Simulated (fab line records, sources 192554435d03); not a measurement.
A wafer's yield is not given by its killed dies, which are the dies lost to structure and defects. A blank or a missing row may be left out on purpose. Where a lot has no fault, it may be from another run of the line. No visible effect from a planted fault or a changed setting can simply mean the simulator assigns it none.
Lot-split experiment | flow n5 finfet | 7 lots, 39 wafers read, on a route of 1938 steps

## THE SPLIT
At N5_HKMG_FIN_ETCH_32 (etches SOC in N2/H2, target depth 240 nm, time 300 s), the setting source w was moved away from the recipe's 840 W on 18 of the 39 wafers read, by -12.2% to +18.5%. This setting was run at the recipe's value on the other wafers.

Reading taken at the split's own step.

## THE READING
rf vpp V, in V, at N5_HKMG_FIN_ETCH_32 (etches SOC in N2/H2, target depth 240 nm, time 300 s). A value of 524.8 V with a standard deviation of 2.5 V is what fault-free wafers of this fab line usually give.

wafer  | tool, chamber at the split | source w as run, W | against the recipe | rf vpp V, V | against lot-mates on the recipe
L074.1 | rie diel-02, 1             | 840                | recipe             | 524.4       | -
L074.2 | rie diel-02, 2             | 737.5              | -12.2%             | 551.7       | +27.1
L074.3 | rie diel-02, 3             | 737.5              | -12.2%             | 549.0       | +24.4
L074.4 | rie diel-02, 0             | 840                | recipe             | 521.1       | -
L074.5 | rie diel-02, 3             | 737.5              | -12.2%             | 548.7       | +24.1
L074.6 | rie diel-02, 2             | 840                | recipe             | 528.3       | -
L077.1 | rie diel-04, 3             | 763                | -9.2%              | 543.2       | +19.2
L077.2 | rie diel-04, 2             | 840                | recipe             | 522.3       | -
L077.3 | rie diel-04, 0             | 763                | -9.2%              | 540.0       | +16.0
L077.4 | rie diel-04, 1             | 840                | recipe             | 525.0       | -
L077.5 | rie diel-04, 2             | 763                | -9.2%              | 540.3       | +16.3
L077.6 | rie diel-04, 3             | 840                | recipe             | 524.6       | -
L084.1 | rie diel-05, 3             | 840                | recipe             | 529.8       | -
L084.2 | rie diel-05, 1             | 912.7              | +8.7%              | 510.3       | -16.7
L084.3 | rie diel-05, 0             | 840                | recipe             | 522.8       | -
L084.4 | rie diel-05, 2             | 912.7              | +8.7%              | 510.3       | -16.7
L084.5 | rie diel-05, 3             | 840                | recipe             | 528.3       | -
L084.6 | rie diel-05, 2             | 912.7              | +8.7%              | 512.9       | -14.1
L087.1 | rie diel-05, 2             | 995.4              | +18.5%             | 497.3       | -27.4
L087.2 | rie diel-05, 3             | 840                | recipe             | 528.0       | -
L087.3 | rie diel-05, 1             | 995.4              | +18.5%             | 493.3       | -31.4
L087.4 | rie diel-05, 0             | 995.4              | +18.5%             | 494.2       | -30.5
L087.5 | rie diel-05, 1             | 840                | recipe             | 520.1       | -
L087.6 | rie diel-05, 2             | 840                | recipe             | 526.0       | -
L088.1 | rie diel-05, 2             | 840                | recipe             | 527.6       | -
L088.2 | rie diel-05, 1             | 759.5              | -9.6%              | 541.9       | +16.5
L088.3 | rie diel-05, 0             | 840                | recipe             | 521.6       | -
L088.4 | rie diel-05, 3             | 759.5              | -9.6%              | 546.2       | +20.8
L088.5 | rie diel-05, 3             | 840                | recipe             | 527.1       | -
L088.6 | rie diel-05, 0             | 759.5              | -9.6%              | 540.3       | +14.9
L089.1 | rie diel-02, 3             | 840                | recipe             | 527.2       | -
L089.5 | rie diel-02, 0             | 840                | recipe             | 521.3       | -
L089.6 | rie diel-02, 3             | 840                | recipe             | 526.4       | -
L097.1 | rie diel-05, 3             | 904.7              | +7.7%              | 515.6       | -8.4
L097.2 | rie diel-05, 0             | 840                | recipe             | 522.3       | -
L097.3 | rie diel-05, 1             | 840                | recipe             | 522.5       | -
L097.4 | rie diel-05, 1             | 904.7              | +7.7%              | 510.6       | -13.4
L097.5 | rie diel-05, 3             | 840                | recipe             | 527.2       | -
L097.6 | rie diel-05, 0             | 904.7              | +7.7%              | 510.7       | -13.3

THE FIT
A straight line over all 39 wafers: rf vpp V changes by -1.74 V for each +1% of source w; r = -0.98; the points scatter about the line by 2.7 V.
The same after taking each lot's own level away (the mean of its wafers on the recipe; 39 wafers): -1.76 V for each +1%; r = -0.98; scatter 2.7 V.
According to that fit, moving source w by its largest amount changes the reading by 33 V.
Measured against the standard deviation above, the lots' own levels, which go from 523.97 to 526.97 V, span 1.2 times it.
The two slopes agree, so the slope changes little with the lot-to-lot level.
Check: -32.8 V against its lot-mates is what the line predicts for one of the wafers moved furthest among these (+18.5%) when that wafer is left out of the fit. Against them it came out at -27.4 V.
Tool readings at the split's step, against how far the setting was moved: rf vpp V r = -0.98.

## OTHER SPLITS ON THESE WAFERS
These wafers also went through other splits before the reading. Each is held against what the fit with the lots' levels taken away leaves over:
other split on the same wafers | wafers away from the commonest value | r with rf vpp V (lot level and that fit taken away)
N5_FIN_SAQP_HM_DEP_03 time s   | 12                                   | +0.12

## THE WHOLE CHAIN: every reading that the file lists as answering this split, in the file's order
step                | what it does                                         | reading                                                                    | change (the file's fit)              | r (the file's)
N5_HKMG_FIN_ETCH_32 | etches SOC in N2/H2, target depth 240 nm, time 300 s | rf vpp V                                                                   | -1.76 V for each +1% of the setting  | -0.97
N5_HKMG_FIN_ETCH_32 | etches SOC in N2/H2, target depth 240 nm, time 300 s | HKMG_FIN.feature depth nm (the simulator's own value, which no gauge read) | +1.98 nm for each +1% of the setting | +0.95
N5_HKMG_FIN_ETCH_32 | etches SOC in N2/H2, target depth 240 nm, time 300 s | etch.depth nm (the simulator's own value, which no gauge read)             | +1.98 nm for each +1% of the setting | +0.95

## FILE'S OWN FIT
rf vpp V changes by -1.76 V for each +1% of source w, r = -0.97.
